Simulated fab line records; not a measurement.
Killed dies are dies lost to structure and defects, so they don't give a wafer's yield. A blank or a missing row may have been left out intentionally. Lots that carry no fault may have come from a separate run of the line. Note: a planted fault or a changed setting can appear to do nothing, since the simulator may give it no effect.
fab line records -- flow nand-harc
[record] lots = 6, wafers = 18, last-day = 32
route steps=1302 shown P_BONDPAD@388 A_START@389 A_ZERO_WELL@390
lots that met no fault: taken from a fault-free run of the same line
start-h: the number of hours between the record's first day and the start of the first shown wafer of the lot -- wait-h: time in hours since the lot's previous step -- " the same as in the row above -- L1.1+2: a single row standing in for several wafers -- - value missing, or start not given -- * or withheld: withheld -- < > ~ a bound
route shown NAME@n: names a module that has steps shown in the file, with the first one's number in the route -- usual: mean/standard deviation of fault-free wafers -- same: alike in all rows -- chamber/n: place in a boat -- sites: readings site by site -- _std_site: the standard deviation of these -- _edge_site: outer sites' mean less inner sites' -- radius-mm: how far each site lies from the wafer's centre -- mask NAME#n: copy n -- behind: tool/chamber where the wafer was last shaped -- hold: why the lot went on hold/how many hours it stayed there/how the hold came to an end -- device: the n, p or np transistor that did not switch -- end of line: tests of these same wafers at the route's end -- a step given without rows: its recipe and nothing more -- killed: count of dies lost to structure and defects at first sort (not the wafer's yield) -- map: dies across one wafer; x = killed, . = not, _ = none there
set.NAME: the setting as run; set.NAME@STEP: as run at that earlier step -- model.NAME: the simulator's own value behind a step, which no gauge read
lots at some steps of the route; a table a step, a row a wafer
services: a tool's chamber out of use, with start hour (start-h, from the record's first day; less than 0 if before it), hours out, and reason
[[steps]]
[step NHARC_P_BONDPAD_SRD_31]
[recipe] time-s = 30, temp-c = 23, dry-time-s = 20, spin-rpm = 1500
[step NHARC_A_START_INSPECT_01]
[usual] raw-defect-count = 3.3/1.9
lot.wafer,tool,chamber,start-h,wait-h,raw-defect-count
L212.1,defect-inspect-01,-,180.48,-,4
L212.5,defect-inspect-01,-,180.48,-,5
L212.6,defect-inspect-01,-,180.48,-,4
L214.3,defect-inspect-02,-,196.10,-,3
L214.5,defect-inspect-02,-,196.10,-,3
L214.6,defect-inspect-02,-,196.10,-,3
L219.3,defect-inspect-01,-,243.41,-,2
L219.5,defect-inspect-01,-,243.41,-,2
L219.6,defect-inspect-01,-,243.41,-,6
L220.2,defect-inspect-02,-,247.22,-,5
L220.3,defect-inspect-02,-,247.22,-,3
L220.5,defect-inspect-02,-,247.22,-,2
L225.1,defect-inspect-02,-,299.96,-,1
L225.3,defect-inspect-02,-,299.96,-,1
L225.6,defect-inspect-02,-,299.96,-,3
L228.1,defect-inspect-01,-,329.73,-,4
L228.2,defect-inspect-01,-,329.73,-,5
L228.3,defect-inspect-01,-,329.73,-,4
[step NHARC_A_ZERO_WELL_PRECLEAN_00]
[recipe] time-s = 600, temp-c = 120, chemistry = SPM
[step NHARC_A_ZERO_WELL_SRD_01]
[step NHARC_A_ZERO_WELL_DEHYDRATE_02]
[recipe] temp-c = 150, time-s = 120
[step NHARC_A_ZERO_WELL_HMDS_03]
[recipe] time-s = 30
[step NHARC_A_ZERO_WELL_COAT_18]
[recipe] temp-c = 200, time-s = 65
[step NHARC_A_ZERO_WELL_COAT_04]
[recipe] spin-rpm = 2000, resist-thk-nm = 600
[step NHARC_A_ZERO_WELL_SOFTBAKE_05]
[recipe] temp-c = 125, time-s = 70
[step NHARC_A_ZERO_WELL_EBR_06]
[step NHARC_A_ZERO_WELL_EXPOSE_07]
[recipe] na = 0.55, dose-mj = 33.85, mask-id = A_ZERO
[step NHARC_A_ZERO_WELL_PEB_08]
[recipe] peb-temp-c = 128, peb-time-s = 80
[step NHARC_A_ZERO_WELL_DEVELOP_09]
[recipe] time-s = 50, dev-temp-c = 22
[usual] chill-plate-temp-C = 22.97/0.1, developer-temp-C = 21.99/0.1
lot.wafer,tool,chamber,start-h,wait-h,chill-plate-temp-C,developer-temp-C
L212.1,litho-track-07,0,181,-,22.94,21.86
L212.5,litho-track-07,0,181,-,22.94,21.92
L212.6,litho-track-07,0,181,-,22.88,21.86
L214.3,litho-track-05,0,196,-,23.12,21.93
L214.5,litho-track-05,0,196,-,23.11,21.90
L214.6,litho-track-05,0,196,-,23.12,21.99
L219.3,litho-track-07,-,244,-,-,-
L219.5,litho-track-07,-,244,-,-,-
L219.6,litho-track-07,-,244,-,-,-
L220.2,litho-track-07,-,247,-,-,-
L220.3,litho-track-07,-,247,-,-,-
L220.5,litho-track-07,-,247,-,-,-
L225.1,litho-track-02,0,300,-,23.10,21.99
L225.3,litho-track-02,0,300,-,23.18,22.16
L225.6,litho-track-02,0,300,-,23.05,21.98
L228.1,litho-track-05,0,330,-,22.85,21.86
L228.2,litho-track-05,0,330,-,22.88,21.94
L228.3,litho-track-05,0,330,-,22.97,21.96
[[services]]
tool,chamber,start-h,hours,kind
litho-track-02,-,227.00,7.0,pm
litho-track-07,-,251.00,7.0,pm
litho-track-05,-,299.04,7.0,pm
[[key]]
[first-sign] step = NHARC_A_ZERO_WELL_DEVELOP_09, reading = tool-record, direction = missing
effect none on later readings
met-at NHARC_A_ZERO_WELL_DEVELOP_09
struck-wafers L219.3,L219.5,L219.6,L220.2,L220.3,L220.5
later-rows-left-out L219.3,L219.5,L219.6,L220.2,L220.3,L220.5
sort-left-out L219.3,L219.5,L219.6,L220.2,L220.3,L220.5
tester-left-out L219,L220
onset-between 181 244
[fault] kind = skipped-step-whole, tool = litho-track-07, chamber = -, onset-h = 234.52, steps = NHARC_A_ZERO_WELL_DEVELOP_09, scope = struck-lots-only
// tester-left-out: of these lots the tester's yield and bins aren't shown, on N5 and GAA mostly nor the transistor test; their killed dies are dies lost to structure and defects alone, not to doping, threshold or leakage, so they don't give the yield
// sort-left-out: the simulated sort isn't trusted on such a fault, so these wafers' sort isn't shown, and their yield isn't known
// later-rows-left-out: the simulator's readings of these wafers behind a module that went badly wrong aren't trusted and aren't shown, but for the sort
